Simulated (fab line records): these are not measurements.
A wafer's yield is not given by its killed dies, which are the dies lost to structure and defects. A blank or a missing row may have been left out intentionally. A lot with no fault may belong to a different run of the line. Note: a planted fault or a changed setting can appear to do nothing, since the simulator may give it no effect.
Chamber matching -- flow n5Finfet -- pecvd-04 running N5_BEOL_M0_SAQP_PECVD_03: 3 sister chambers
The step deposits SiCN from 3MS/NH3, target thk 12 nm, time 21.1 s. 6 wafers are shown with their chamber, then 12 later ones without.

## WAFERS, EACH WITH ITS CHAMBER
wafer,chamber,throttleValvePct (%),showerheadPlenumPTorr (Torr)
L084.3,2,8.0,3.666
L084.4,2,8.1,3.653
L085.5,0,9.1,3.663
L086.1,1,9.2,3.648
L086.3,0,9.1,3.664
L086.6,1,9.4,3.648

## WAFERS MISSING THEIR CHAMBER
wafer,throttleValvePct (%),showerheadPlenumPTorr (Torr)
L092.1,9.3,3.651
L092.2,8.3,3.665
L092.5,9.5,3.643
L093.3,9.0,3.658
L093.5,9.3,3.656
L093.6,9.3,3.659
L095.2,9.4,3.666
L095.5,8.3,3.664
L095.6,9.1,3.649
L096.4,9.1,3.638
L096.5,9.3,3.648
L096.6,8.5,3.663

## THE CHAMBER EACH PASSED THROUGH
wafer,from the rows above,in truth
L092.1,1,1
L092.2,2,2
L092.5,1,1
L093.3,0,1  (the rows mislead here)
L093.5,can't be placed: 1 or 0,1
L093.6,can't be placed: 1 or 0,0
L095.2,can't be placed: 0 or 1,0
L095.5,2,2
L095.6,can't be placed: 1 or 0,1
L096.4,can't be placed: 1 or 0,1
L096.5,1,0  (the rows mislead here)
L096.6,can't be placed: 2 or 0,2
Correctly placed: 4 of 12. These rows do not allow placing 6 (true chamber among the candidates in 6). Placed wrongly: 2.
How it was worked out, from the rows above alone: a wafer's distance from a chamber is the root of the sum, over the readings, of the square of ((its reading less the chamber's mean) divided by the reading's scatter). The wafer belongs to the nearest chamber; if the next one is less than 2 further off, it can't be placed. For every chamber, the mean is computed from those of its wafers that are shown. The scatter: the root of (the sum of the squares of (reading less its chamber's mean) over the shown wafers, divided by (wafers less chambers)).
